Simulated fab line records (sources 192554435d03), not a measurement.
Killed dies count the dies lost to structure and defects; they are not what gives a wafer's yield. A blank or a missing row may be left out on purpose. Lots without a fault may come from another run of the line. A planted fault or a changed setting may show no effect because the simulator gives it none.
Which tool was responsible? / flow n5 finfet / 9 lots with 25 wafers sampled at 5 steps, on a route of 1938 steps

## WHAT THE GAUGES READ, wafer by wafer
N5_FIN_SAQP_OCD_MEAS_76.
lot=L691; measured=day 2 08:58; on=ocd-01; trench depth nm (nm)=117.0 116.0 120.1
lot=L692; measured=day 2 14:58; on=ocd-01; trench depth nm (nm)=117.4 116.7 119.1
lot=L694; measured=day 3 05:50; on=ocd-02; trench depth nm (nm)=119.2 120.2 115.8
lot=L700; measured=day 4 18:04; on=ocd-01; trench depth nm (nm)=119.9 103.5 117.8
lot=L707; measured=day 6 12:08; on=ocd-02; trench depth nm (nm)=122.9 124.2 121.8
lot=L708; measured=day 6 18:02; on=ocd-01; trench depth nm (nm)=122.2 118.4
lot=L709; measured=day 6 22:23; on=ocd-02; trench depth nm (nm)=121.7 119.6 120.2
lot=L711; measured=day 7 08:19; on=ocd-01; trench depth nm (nm)=118.4 117.8
lot=L713; measured=day 7 20:38; on=ocd-01; trench depth nm (nm)=120.1 117.4 119.0

## WHICH TOOL RAN EACH LOT (tool, then ch and the chambers of the sampled wafers, then the start)
lot=L691; N5_FIN_SAQP_ETCH_52=rie diel-02 ch 0,1,2, day 2 04:38; N5_FIN_SAQP_SPACER1_ALD_24=ald sin-01 ch 0,1,2, day 2 05:38; N5_FIN_SAQP_STRIP_70=rie diel-06 ch 1,2,3, day 2 07:40; N5_FIN_SAQP_FIN_ETCH_36=rie si-03 ch 1,2,3, day 2 08:45
lot=L692; N5_FIN_SAQP_ETCH_52=rie diel-02 ch 0,1,2, day 2 10:43; N5_FIN_SAQP_SPACER1_ALD_24=ald sin-02 ch 0,1,3, day 2 11:56; N5_FIN_SAQP_STRIP_70=rie diel-01 ch 0,2,3, day 2 13:40; N5_FIN_SAQP_FIN_ETCH_36=rie si-02 ch 0,1,3, day 2 14:44
lot=L694; N5_FIN_SAQP_ETCH_52=rie diel-06 ch 0,3, day 3 01:32; N5_FIN_SAQP_SPACER1_ALD_24=ald sin-02 ch 1,2,3, day 3 02:32; N5_FIN_SAQP_STRIP_70=rie diel-06 ch 0,1,3, day 3 04:33; N5_FIN_SAQP_FIN_ETCH_36=rie si-03 ch 0,2,3, day 3 05:37
lot=L700; N5_FIN_SAQP_ETCH_52=rie diel-01 ch 0,1,2, day 4 11:23; N5_FIN_SAQP_SPACER1_ALD_24=ald sin-02 ch 0,2,3, day 4 13:28; N5_FIN_SAQP_STRIP_70=rie diel-02 ch 0,1,3, day 4 15:33; N5_FIN_SAQP_FIN_ETCH_36=rie si-03 ch 1,2,3, day 4 17:51
lot=L707; N5_FIN_SAQP_ETCH_52=rie diel-01 ch 1,3, day 6 05:35; N5_FIN_SAQP_SPACER1_ALD_24=ald sin-03 ch 0,3, day 6 07:19; N5_FIN_SAQP_STRIP_70=rie diel-02 ch 1,2,3, day 6 09:42; N5_FIN_SAQP_FIN_ETCH_36=rie si-04 ch 1,2, day 6 11:55
lot=L708; N5_FIN_SAQP_ETCH_52=rie diel-01 ch 0,1, day 6 13:41; N5_FIN_SAQP_SPACER1_ALD_24=ald sin-03 ch 1,2, day 6 14:43; N5_FIN_SAQP_STRIP_70=rie diel-01 ch 1,3, day 6 16:26; N5_FIN_SAQP_FIN_ETCH_36=rie si-04 ch 2,3, day 6 17:49
lot=L709; N5_FIN_SAQP_ETCH_52=rie diel-01 ch 0,1,2, day 6 18:11; N5_FIN_SAQP_SPACER1_ALD_24=ald sin-03 ch 1,2, day 6 19:10; N5_FIN_SAQP_STRIP_70=rie diel-06 ch 0,2,3, day 6 21:06; N5_FIN_SAQP_FIN_ETCH_36=rie si-04 ch 0,1, day 6 22:10
lot=L711; N5_FIN_SAQP_ETCH_52=rie diel-02 ch 1,3, day 7 03:22; N5_FIN_SAQP_SPACER1_ALD_24=ald sin-01 ch 0,2, day 7 04:58; N5_FIN_SAQP_STRIP_70=rie diel-06 ch 0,3, day 7 06:46; N5_FIN_SAQP_FIN_ETCH_36=rie si-02 ch 1,2, day 7 08:06
lot=L713; N5_FIN_SAQP_ETCH_52=rie diel-06 ch 2,3, day 7 15:53; N5_FIN_SAQP_SPACER1_ALD_24=ald sin-02 ch 0,3, day 7 17:07; N5_FIN_SAQP_STRIP_70=rie diel-01 ch 1,3, day 7 18:51; N5_FIN_SAQP_FIN_ETCH_36=rie si-02 ch 0,3, day 7 20:25
- N5_FIN_SAQP_ETCH_52: etches SOC in N2/H2, target depth 100 nm, overetch 20 nm, time 150 s.
- N5_FIN_SAQP_SPACER1_ALD_24: deposits SiO2, target thk 20.3 nm, pulse time 1 s, purge time 2 s.
- N5_FIN_SAQP_STRIP_70: strips in N2/H2.
- N5_FIN_SAQP_FIN_ETCH_36: etches the open film in HBr/Cl2/O2, target depth 120 nm, time 50.4 s.

## THE ANSWER, worked out from the rows above alone
Rule: usual is defined by the lots themselves. The widest of any qualifying gaps counts: lots, ordered by their means at a reading, are off when they make up no more than a third of the lots, leave a main group of 4 or more, and stand apart from it by 3 or more times the standard deviation of that group's means. A main group whose means are all the same, to the digits that the tables above print for the reading, isn't used. Also off: a lot with no number at a reading for which 4 or more lots have one. The other lots that the step has rows for count as sound.
None of the lots is off at any reading shown; this tells nothing.

## WHAT WAS PUT IN BY THE SIMULATOR
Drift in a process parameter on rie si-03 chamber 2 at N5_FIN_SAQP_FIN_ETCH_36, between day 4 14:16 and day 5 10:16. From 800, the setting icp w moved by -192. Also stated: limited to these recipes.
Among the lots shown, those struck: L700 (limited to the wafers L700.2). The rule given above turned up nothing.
